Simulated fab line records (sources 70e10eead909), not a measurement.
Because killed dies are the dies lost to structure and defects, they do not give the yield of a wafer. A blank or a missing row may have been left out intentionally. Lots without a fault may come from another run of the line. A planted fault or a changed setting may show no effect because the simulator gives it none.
Matching of chambers / flow nand harc / rie diel-01 running NHARC_A_CONTACT_ETCH_76: 4 sister chambers
The step etches the open film in N2/H2, target depth 260 nm, time 475.3 s. 17 wafers are shown with their chamber, then 8 later ones without.

WAFERS, EACH WITH ITS CHAMBER
wafer=L634.1; chamber=0; showerhead plenum p Torr (Torr)=2.13; rf vpp V (V)=433.8; oes product au (a.u.)=0.998
wafer=L634.3; chamber=3; showerhead plenum p Torr (Torr)=1.91; rf vpp V (V)=428.0; oes product au (a.u.)=1.008
wafer=L634.4; chamber=1; showerhead plenum p Torr (Torr)=1.96; rf vpp V (V)=428.7; oes product au (a.u.)=0.986
wafer=L639.1; chamber=3; showerhead plenum p Torr (Torr)=1.91; rf vpp V (V)=427.3; oes product au (a.u.)=1.017
wafer=L639.2; chamber=0; showerhead plenum p Torr (Torr)=2.13; rf vpp V (V)=433.6; oes product au (a.u.)=1.006
wafer=L639.3; chamber=2; showerhead plenum p Torr (Torr)=1.91; rf vpp V (V)=427.5; oes product au (a.u.)=0.993
wafer=L642.1; chamber=3; showerhead plenum p Torr (Torr)=1.90; rf vpp V (V)=425.8; oes product au (a.u.)=1.006
wafer=L642.4; chamber=1; showerhead plenum p Torr (Torr)=1.95; rf vpp V (V)=428.0; oes product au (a.u.)=0.995
wafer=L642.6; chamber=3; showerhead plenum p Torr (Torr)=1.90; rf vpp V (V)=426.3; oes product au (a.u.)=1.012
wafer=L643.1; chamber=0; showerhead plenum p Torr (Torr)=2.13; rf vpp V (V)=434.2; oes product au (a.u.)=1.001
wafer=L643.3; chamber=1; showerhead plenum p Torr (Torr)=1.95; rf vpp V (V)=427.7; oes product au (a.u.)=0.992
wafer=L643.6; chamber=1; showerhead plenum p Torr (Torr)=1.95; rf vpp V (V)=428.1; oes product au (a.u.)=1.000
wafer=L647.2; chamber=1; showerhead plenum p Torr (Torr)=1.95; rf vpp V (V)=427.7; oes product au (a.u.)=0.995
wafer=L647.4; chamber=3; showerhead plenum p Torr (Torr)=1.90; rf vpp V (V)=427.1; oes product au (a.u.)=1.005
wafer=L647.5; chamber=2; showerhead plenum p Torr (Torr)=1.91; rf vpp V (V)=426.9; oes product au (a.u.)=0.999
wafer=L648.2; chamber=0; showerhead plenum p Torr (Torr)=2.13; rf vpp V (V)=432.8; oes product au (a.u.)=0.991
wafer=L648.4; chamber=1; showerhead plenum p Torr (Torr)=1.95; rf vpp V (V)=428.4; oes product au (a.u.)=1.003

SIGNATURES (means of the wafers above)
reading=showerhead plenum p Torr; chamber 0=2.1300; chamber 1=1.9517; chamber 2=1.9100; chamber 3=1.9040; scatter within a chamber=0.00395
reading=rf vpp V; chamber 0=433.600; chamber 1=428.100; chamber 2=427.200; chamber 3=426.900; scatter within a chamber=0.619
reading=oes product au; chamber 0=0.99900; chamber 1=0.99517; chamber 2=0.99600; chamber 3=1.00960; scatter within a chamber=0.00563
Rule: a wafer lies at a distance from a chamber equal to the root of the sum of squares, over the readings, of (its reading less the chamber's mean, divided by the reading's scatter). The wafer belongs to the nearest chamber; if the next one is less than 2 further off, it can't be placed. The scatter: take each reading less its chamber's mean, square it, sum over the shown wafers, divide by the number of wafers less the number of chambers, and take the root.

WAFERS WHOSE CHAMBER IS MISSING
wafer=L648.5; showerhead plenum p Torr (Torr)=2.13; rf vpp V (V)=433.0; oes product au (a.u.)=0.996
wafer=L645.3; showerhead plenum p Torr (Torr)=1.90; rf vpp V (V)=426.0; oes product au (a.u.)=1.001
wafer=L645.5; showerhead plenum p Torr (Torr)=1.91; rf vpp V (V)=428.7; oes product au (a.u.)=1.003
wafer=L645.6; showerhead plenum p Torr (Torr)=1.95; rf vpp V (V)=428.2; oes product au (a.u.)=0.997
wafer=L649.5; showerhead plenum p Torr (Torr)=1.95; rf vpp V (V)=428.2; oes product au (a.u.)=0.986
wafer=L650.4; showerhead plenum p Torr (Torr)=1.90; rf vpp V (V)=426.8; oes product au (a.u.)=1.008
wafer=L650.5; showerhead plenum p Torr (Torr)=2.13; rf vpp V (V)=432.9; oes product au (a.u.)=0.997
wafer=L652.5; showerhead plenum p Torr (Torr)=2.13; rf vpp V (V)=433.6; oes product au (a.u.)=0.998

WHICH CHAMBER EACH ONE RAN IN
wafer=L648.5; from the rows above=0; in truth=0
wafer=L645.3; from the rows above=can't be placed: 3 or 2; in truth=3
wafer=L645.5; from the rows above=can't be placed: 2 or 3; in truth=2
wafer=L645.6; from the rows above=1; in truth=1
wafer=L649.5; from the rows above=1; in truth=1
wafer=L650.4; from the rows above=3; in truth=3
wafer=L650.5; from the rows above=0; in truth=0
wafer=L652.5; from the rows above=0; in truth=0
Placed correctly: 6 of 8. Can't be placed from these rows: 2 (the true chamber is among the candidates in 2). Number placed wrongly: 0.
